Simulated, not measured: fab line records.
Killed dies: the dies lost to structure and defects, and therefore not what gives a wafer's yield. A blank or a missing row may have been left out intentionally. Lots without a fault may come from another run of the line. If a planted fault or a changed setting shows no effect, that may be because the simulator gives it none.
Chamber matching / flow nandHarc / 3 sister chambers for NHARC_A_CONTACT_DEP_85 on pecvd-02
The step deposits SiON, target thk 50 nm. 6 wafers are shown with their chamber, then 7 later ones without.

WAFERS, EACH WITH ITS CHAMBER
wafer=L079.5; chamber=0; showerheadVppV (V)=1173; heaterPowerW (W)=791
wafer=L084.2; chamber=1; showerheadVppV (V)=1250; heaterPowerW (W)=677
wafer=L084.4; chamber=2; showerheadVppV (V)=1134; heaterPowerW (W)=930
wafer=L084.5; chamber=1; showerheadVppV (V)=1216; heaterPowerW (W)=693
wafer=L085.1; chamber=0; showerheadVppV (V)=1177; heaterPowerW (W)=689
wafer=L085.4; chamber=2; showerheadVppV (V)=1128; heaterPowerW (W)=853

WAFERS WHOSE CHAMBER IS MISSING
wafer=L085.6; showerheadVppV (V)=1158; heaterPowerW (W)=691
wafer=L089.3; showerheadVppV (V)=1178; heaterPowerW (W)=691
wafer=L089.4; showerheadVppV (V)=1122; heaterPowerW (W)=950
wafer=L089.6; showerheadVppV (V)=1242; heaterPowerW (W)=767
wafer=L093.1; showerheadVppV (V)=1125; heaterPowerW (W)=848
wafer=L093.2; showerheadVppV (V)=1232; heaterPowerW (W)=613
wafer=L093.6; showerheadVppV (V)=1189; heaterPowerW (W)=728

CHAMBER TAKEN BY EACH
wafer=L085.6; from the rows above=0; in truth=0
wafer=L089.3; from the rows above=0; in truth=0
wafer=L089.4; from the rows above=2; in truth=2
wafer=L089.6; from the rows above=1; in truth=1
wafer=L093.1; from the rows above=2; in truth=2
wafer=L093.2; from the rows above=1; in truth=1
wafer=L093.6; from the rows above=0; in truth=0
7 of 7 placed correctly. From these rows, 0 cannot be placed. Number placed wrongly: 0.
How it was worked out, from the rows above alone: a wafer's distance from a chamber is the root of the sum, over the readings, of the square of ((its reading less the chamber's mean) divided by the reading's scatter). If the next closest chamber is less than 2 further off than the closest, the wafer can't be placed; otherwise it belongs to the closest. For every chamber, the mean is computed from those of its wafers that are shown. The scatter is the square root of a quotient: the sum, over the shown wafers, of each reading's squared deviation from its chamber's mean, divided by wafers minus chambers.
